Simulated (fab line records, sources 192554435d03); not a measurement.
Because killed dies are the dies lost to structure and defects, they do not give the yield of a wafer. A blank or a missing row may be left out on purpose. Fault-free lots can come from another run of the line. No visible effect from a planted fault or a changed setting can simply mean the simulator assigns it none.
A lot that was struck, set against a sound lot + flow n5 finfet + 15 steps out of a route of 1938
Sound: wafers L339.1, L339.3, L339.4. Struck: wafer L356.2; the same lot's L356.3 was not struck, so it is left out; see the end for the cause.
Per side, at each step with rows, come the tool, then ch with its chambers, and then its first start. Under that, the readings that differ: sound wafers + struck wafers + difference of the means + sigmas: that difference in standard deviations of wafers without a fault.
alike: words and numbers the same on both sides, and readings whose means are apart by under 2 such deviations; not compared: readings that were withheld, readings missing a value for some wafer, numbers with overlapping values and no deviation given by the record, and bounds like >300 which may hide the same value.
The two part at a step that has a row with sigmas, a row that says differs or no value, or rows on one side only. Numbers that don't overlap but have no deviation are shown without sigmas and don't part them. Lack of a reading on every wafer of one side parts them only where that side has two or more wafers.

first, 7 steps without rows for these wafers: N5_BEOL_M11_COAT_64 (time 60 s, resist thk 30 nm); N5_BEOL_M11_COAT_22 (resist thk 90 nm); N5_BEOL_M11_EBR_24; N5_BEOL_M11_SOFTBAKE_23 (time 60 s); N5_BEOL_M11_EXPOSE_25 (exposes mask V10); N5_BEOL_M11_PEB_26 (peb time 60 s); N5_BEOL_M11_DEVELOP_27 (develop time 30 s).
N5_BEOL_M11_CD_MEAS_28 targets a cd of 70 nm.
  sound on cd sem-02 ch 0, day 10 04:47; struck on cd sem-02 ch 0, day 14 07:49
  alike: cd nm
N5_BEOL_M11_OVL_MEAS_29:
  sound on overlay-01 ch 0, day 10 04:49; struck on overlay-01 ch 0, day 14 07:51
  alike: V10_OVL
N5_BEOL_M11_INSPECT_30: inspects for defects (brightfield).
  sound on defect inspect-01, day 10 04:50; struck on defect inspect-01, day 14 07:53
  alike: raw defect count
N5_BEOL_M11_DESCUM_33: chemistry O2, time 7.9 s.
  sound on rie diel-01 ch 0,1, day 10 04:52; struck on rie diel-05 ch 1, day 14 07:55
  alike: drypump motor current A, oes product au, rf vpp V, showerhead plenum p Torr, throttle valve pct
  not compared: rf hours counter h
N5_BEOL_M11_ETCH_65: etches SiARC in CF4, target depth 39 nm, time 65 s.
  sound on rie diel-01 ch 0,1, day 10 04:54; struck on rie diel-05 ch 1, day 14 07:56
  alike: drypump motor current A, etch rf on time s, oes product au, rf vpp V, showerhead plenum p Torr, throttle valve pct
  not compared: rf hours counter h
N5_BEOL_M11_ETCH_66: etches SOC in N2/H2, target depth 120 nm, overetch 24 nm, time 180 s.
  sound on rie diel-01 ch 0,1, day 10 04:57; struck on rie diel-05 ch 1, day 14 07:59
| reading                                     | sound          | struck | difference | sigmas |
|---------------------------------------------|----------------|--------|------------|--------|
| model.SiARC_of_BEOL_M11_COAT_64.thk nm (nm) | 22.8 22.2 22.2 | 17.8   | -4.6       |        |
  alike: drypump motor current A, oes product au, rf vpp V, showerhead plenum p Torr, throttle valve pct
  not compared: rf hours counter h
then, 1 step without rows for these wafers: N5_BEOL_M11_STRIP_69 (strips in N2/H2).
N5_PASSIVATION_PROBE_49:
  sound on prober-01, day 11 15:41; struck on prober-02, day 15 19:23
  alike: defect limited yield, killed_at_M0_to_M3, killed_at_M4_up, killed at contacts, killed at front end, killed at other, killed dies, killed open, killed short, sort_bin_5_function, sort_bin_6_memory, sort n pass, sort yield pct

## WHERE THEY PART
Nowhere in this record.

WHY: what the simulator had put in
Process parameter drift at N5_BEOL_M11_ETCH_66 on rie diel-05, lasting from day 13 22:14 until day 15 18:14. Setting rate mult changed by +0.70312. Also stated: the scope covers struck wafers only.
